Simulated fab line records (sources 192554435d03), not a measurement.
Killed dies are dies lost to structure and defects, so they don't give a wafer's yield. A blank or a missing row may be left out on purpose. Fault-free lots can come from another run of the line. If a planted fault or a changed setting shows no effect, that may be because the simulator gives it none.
Problem report in the 8D (eight disciplines) form, filled by code | flow n5Finfet | the parts of the form that need people (team, actions taken, sign-off) are left out

## 1. PROBLEM STATEMENT
At N5_GATE_CUT_ETCH_19, etchRfOnTimeS averages 58.9 s over 3 wafers from 3 lots, while fault-free wafers read 77.2 s, standard deviation 0.94. Relative to the usual mean, that is a shift of -20 standard deviations.
The step: etches SiNx in CH3F/O2, target depth 53.7 nm, time 76.7 s.
Seen first at day 8 06:31 on rieDiel-01, wafer L624.6. The record has a number at this step for 32 wafers belonging to 11 lots. By rule, "out" or "out of limits" means more than 4 standard deviations away from the usual mean. The other wafers with a number count as sound.

## 2. WHAT IT IS; WHAT IT IS NOT
question                    | is                     | is not
which readings at this step | etchRfOnTimeS          | drypumpMotorCurrentA, rfVppV, showerheadPlenumPTorr, throttleValvePct
which lots                  | L624, L625, L626       | L613, L615, L616, L617, L619, L623, L629, L631
which wafers of those lots  | L624.6, L625.6, L626.6 | L624.1, L624.2, L625.2, L625.4, L626.4
read on which tools         | rieDiel-01             | rieDiel-02, rieDiel-04
when                        | from day 8 06:31       | up to then (20 sound wafers); but 9 sound wafers of L625, L626, L629, L631 came after

## 3. SUSPECTS, AND WHAT RULES EACH OUT
Counting: a tool at a process step up to the reading stays a suspect if it ran every lot that is out. Sound lots after the first of them don't rule it out here, since some wafers of a struck lot are sound.
- rieDiel-01 at N5_GATE_CUT_HM_OPEN_40 (chemistry C4F6/O2, target SiO2, target depth 139 nm, time 85.1 s): kept. It ran every lot that is out, first L624 (day 8 06:23); its last sound lot up to then is L619 (day 7 00:41).
- rieDiel-01 at N5_GATE_CUT_ETCH_19 (etches SiNx in CH3F/O2, target depth 53.7 nm, time 76.7 s): kept. It ran every lot that is out, first L624 (day 8 06:31); its last sound lot up to then is L619 (day 7 00:49). Out on those wafers are its own readings of etchRfOnTimeS.
What counting leaves: rieDiel-01 at N5_GATE_CUT_HM_OPEN_40 and rieDiel-01 at N5_GATE_CUT_ETCH_19.

## 4. THE CAUSE (what the simulator had put in)
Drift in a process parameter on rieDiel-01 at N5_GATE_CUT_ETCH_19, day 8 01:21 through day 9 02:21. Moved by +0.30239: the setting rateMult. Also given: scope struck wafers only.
After counting, 2 suspects remain, this tool included.

## 5. SEQUENCE OF EFFECTS, ordered by route
One row per reading whose mean, taken over the struck wafers that have a number, lies over 3 standard deviations from the usual. Only readings for which the record gives a usual standard deviation are gone through. hours: the time from each lot's start at the first step in this table that gives one to its start at this step, as a median over the lots. sigmas: the change in usual standard deviations.
hours | step                | reading       | usual     | on struck wafers | change | sigmas
0     | N5_GATE_CUT_ETCH_19 | etchRfOnTimeS | 77.2 s    | 58.9             | -18.3  | -20
0     | N5_GATE_CUT_ETCH_19 | oesProductAu  | 0.64 a.u. | 0.75             | +0.11  | +3.1
It contains these process steps:
- N5_GATE_CUT_ETCH_19: etches SiNx in CH3F/O2, target depth 53.7 nm, time 76.7 s.

## 6. WHAT WOULD HAVE CAUGHT IT SOONER
First out-of-limits reading in this record: day 8 06:31, which is 5 hours after fault onset at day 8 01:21.
